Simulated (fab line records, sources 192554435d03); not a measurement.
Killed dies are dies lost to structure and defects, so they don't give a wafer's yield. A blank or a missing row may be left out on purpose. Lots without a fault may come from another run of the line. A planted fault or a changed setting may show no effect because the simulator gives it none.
Split-lot experiment | flow n5_finfet | 7 lots, 21 wafers read, on a route of 1938 steps

THE SPLIT
At N5_BEOL_M11_COAT_63 (time 60 s, resist thk 100 nm), the setting spin_rpm was moved away from the recipe's 1500 rpm on 9 of the 21 wafers read, by -5.6% to +6.8%. The other wafers ran this setting at the recipe's value.

FROM THE SPLIT TO THE READING: what the file shows between them, 4 steps
- N5_BEOL_M11_COAT_64: time 60 s, resist thk 30 nm
- N5_BEOL_M11_COAT_22: resist thk 90 nm
- N5_BEOL_M11_DESCUM_33: chemistry O2, time 7.9 s
- N5_BEOL_M11_ETCH_65: etches SiARC in CF4, target depth 39 nm, time 65 s

THE READING
etch.depth_nm (the simulator's own value, which no gauge read), in nm, at N5_BEOL_M11_ETCH_66 (etches SOC in N2/H2, target depth 120 nm, overetch 24 nm, time 180 s). The file gives no usual value for it. The 12 wafers here that ran the recipe average 100.17 nm, standard deviation 0.2 nm.

wafer  | tool, chamber at the split | spin_rpm as run, rpm | against the recipe | etch.depth_nm, nm | against lot-mates on the recipe
L081.1 | litho_track-02, 0          | 1589                 | +5.9%              | 97.32             | -2.98
L081.5 | litho_track-02, 0          | 1500                 | recipe             | 100.3             | -
L081.6 | litho_track-02, 0          | 1589                 | +5.9%              | 97.14             | -3.16
L080.2 | litho_track-04, 0          | 1416                 | -5.6%              | 103.4             | +3.00
L080.5 | litho_track-04, 0          | 1500                 | recipe             | 100.4             | -
L080.6 | litho_track-04, 0          | 1416                 | -5.6%              | 103.3             | +2.90
L079.1 | litho_track-03, 0          | 1500                 | recipe             | 100.5             | -
L079.3 | litho_track-03, 0          | 1500                 | recipe             | 100.2             | -
L079.4 | litho_track-03, 0          | 1500                 | recipe             | 100.4             | -
L077.3 | litho_track-02, 0          | 1500                 | recipe             | 100               | -
L077.5 | litho_track-02, 0          | 1500                 | recipe             | 100.1             | -
L077.6 | litho_track-02, 0          | 1500                 | recipe             | 99.85             | -
L085.1 | litho_track-03, 0          | 1500                 | recipe             | 99.92             | -
L085.2 | litho_track-03, 0          | 1602                 | +6.8%              | 96.78             | -3.14
L085.5 | litho_track-03, 0          | 1602                 | +6.8%              | 96.81             | -3.11
L086.1 | litho_track-03, 0          | 1500                 | recipe             | 100.2             | -
L086.5 | litho_track-03, 0          | 1500                 | recipe             | 100.2             | -
L086.6 | litho_track-03, 0          | 1455                 | -3.0%              | 101.5             | +1.30
L088.1 | litho_track-03, 0          | 1575                 | +5.0%              | 97.47             | -2.53
L088.2 | litho_track-03, 0          | 1575                 | +5.0%              | 97.89             | -2.11
L088.5 | litho_track-03, 0          | 1500                 | recipe             | 100               | -

THE FIT
A straight line over all 21 wafers: etch.depth_nm changes by -0.514 nm for each +1% of spin_rpm; r = -0.99; the points scatter about the line by 0.21 nm.
The same after taking each lot's own level away (the mean of its wafers on the recipe; 21 wafers): -0.491 nm for each +1%; r = -1.00; scatter 0.16 nm.
On that fit, the largest move of spin_rpm shifts the reading by 3.3 nm.
The lots' own levels span 99.920 to 100.400 nm, that is 2.4 times the standard deviation above.
So the lot-to-lot level changes the slope little: the two slopes agree.
Check: with one of the wafers moved furthest among these (+6.8%) left out of the fit, the line predicts -3.34 nm for it against its lot-mates. It came out at -3.14 nm against them.

THE WHOLE CHAIN: every reading that the file lists as answering this split, in the file's order
step                | what it does                                                         | reading                                                                         | change (the file's fit)               | r (the file's)
N5_BEOL_M11_COAT_63 | time 60 s, resist thk 100 nm                                         | SOC_of_BEOL_M11_COAT_63.thk_nm (the simulator's own value, which no gauge read) | -0.49 nm for each +1% of the setting  | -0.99
N5_BEOL_M11_ETCH_66 | etches SOC in N2/H2, target depth 120 nm, overetch 24 nm, time 180 s | etch.depth_nm (the simulator's own value, which no gauge read)                  | -0.489 nm for each +1% of the setting | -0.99

THE FILE'S OWN FIT
etch.depth_nm changes by -0.489 nm for each +1% of spin_rpm, r = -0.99.
